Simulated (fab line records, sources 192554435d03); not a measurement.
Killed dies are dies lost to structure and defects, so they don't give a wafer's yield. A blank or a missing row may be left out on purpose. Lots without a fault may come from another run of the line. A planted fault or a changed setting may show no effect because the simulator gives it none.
Chamber matching | flow n5_finfet | N5_BEOL_M7_DEP_56 on pecvd-03: 3 sister chambers
The step deposits SiCN from 3MS/NH3, target thk 10 nm, time 17.5 s. 3 wafers are shown with their chamber, then 9 later ones without.

WAFERS WITH THEIR CHAMBER
wafer  | chamber | throttle_valve_pct (%)
L087.4 | 0       | 11.0
L091.4 | 2       | 8.2
L091.6 | 1       | 9.4

WAFERS WITHOUT THEIR CHAMBER
wafer  | throttle_valve_pct (%)
L090.1 | 9.6
L090.3 | 8.1
L090.6 | 9.6
L094.3 | 9.6
L094.5 | 7.9
L094.6 | 9.6
L093.1 | 10.8
L093.3 | 8.3
L093.5 | 8.2

WHICH CHAMBER EACH WENT THROUGH
wafer  | from the rows above | in truth
L090.1 | 1                   | 1
L090.3 | 2                   | 2
L090.6 | 1                   | 1
L094.3 | 1                   | 1
L094.5 | 2                   | 2
L094.6 | 1                   | 1
L093.1 | 0                   | 0
L093.3 | 2                   | 2
L093.5 | 2                   | 2
Placed correctly: 9 of 9. Can't be placed from these rows: 0. Placed wrongly: 0.
How it was worked out, from the rows above alone: a wafer's distance from a chamber is the root of the sum, over the readings, of the square of ((its reading less the chamber's mean) divided by the reading's scatter). The wafer belongs to the nearest chamber; if the next one is less than 2 further off, it can't be placed. A chamber's mean is the mean of its shown wafers. The scatter: with one shown wafer a chamber, the root of the mean of the squares of how far each hidden wafer lies from its nearest shown one.
